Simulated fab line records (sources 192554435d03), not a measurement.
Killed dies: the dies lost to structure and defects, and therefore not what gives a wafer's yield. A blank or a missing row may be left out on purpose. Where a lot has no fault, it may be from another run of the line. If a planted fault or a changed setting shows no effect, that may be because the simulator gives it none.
The tool behind it: which one? ; flow n5Finfet ; 17 wafers from 6 lots sampled at 2 of the route's 1938 steps

== WHAT EACH GAUGE READ, for each wafer ==
N5_PASSIVATION_CD_MEAS_10: the cd target is 3000 nm.
lot;measured;on;cdNm (nm)
L903;day 12 21:14;cdSem-03;2994 2989 2998
L906;day 14 01:51;cdSem-02;2998 2996 2997
L910;day 14 04:46;cdSem-02;2999 2995 2999
L920;day 17 08:24;cdSem-01;3001 3002
L923;day 17 12:01;cdSem-01;2997 2999 3003
L924;day 17 23:34;cdSem-01;3005 3006 3002

== WHICH TOOL RAN EACH LOT (tool, then ch and the chambers of the sampled wafers, then the start) ==
lot;N5_BEOL_M7_STRIP_80
L903;rieDiel-05 ch 0,2, day 9 13:41
L906;rieDiel-05 ch 0,1,2, day 10 19:46
L910;rieDiel-05 ch 0,1,3, day 11 11:05
L920;rieDiel-02 ch 2,3, day 14 05:25
L923;rieDiel-02 ch 2,3, day 14 14:36
L924;rieDiel-05 ch 0,2,3, day 15 03:09
- N5_BEOL_M7_STRIP_80: strips in N2/H2, time 10 s.

== THE ANSWER, worked out from the rows above alone ==
Rule: the lots themselves supply what counts as usual. The widest of any qualifying gaps counts: lots, ordered by their means at a reading, are off when they make up no more than a third of the lots, leave a main group of 4 or more, and stand apart from it by 3 or more times the standard deviation of that group's means. A main group is skipped when, at the precision printed for the reading in the tables above, its means are all equal. A lot without any number at a reading at which 4 lots or more have one is off too. Any other lot the step has rows for is counted as sound.
None of the lots is off at any reading shown; this tells nothing.

== WHAT THE SIMULATOR PUT IN ==
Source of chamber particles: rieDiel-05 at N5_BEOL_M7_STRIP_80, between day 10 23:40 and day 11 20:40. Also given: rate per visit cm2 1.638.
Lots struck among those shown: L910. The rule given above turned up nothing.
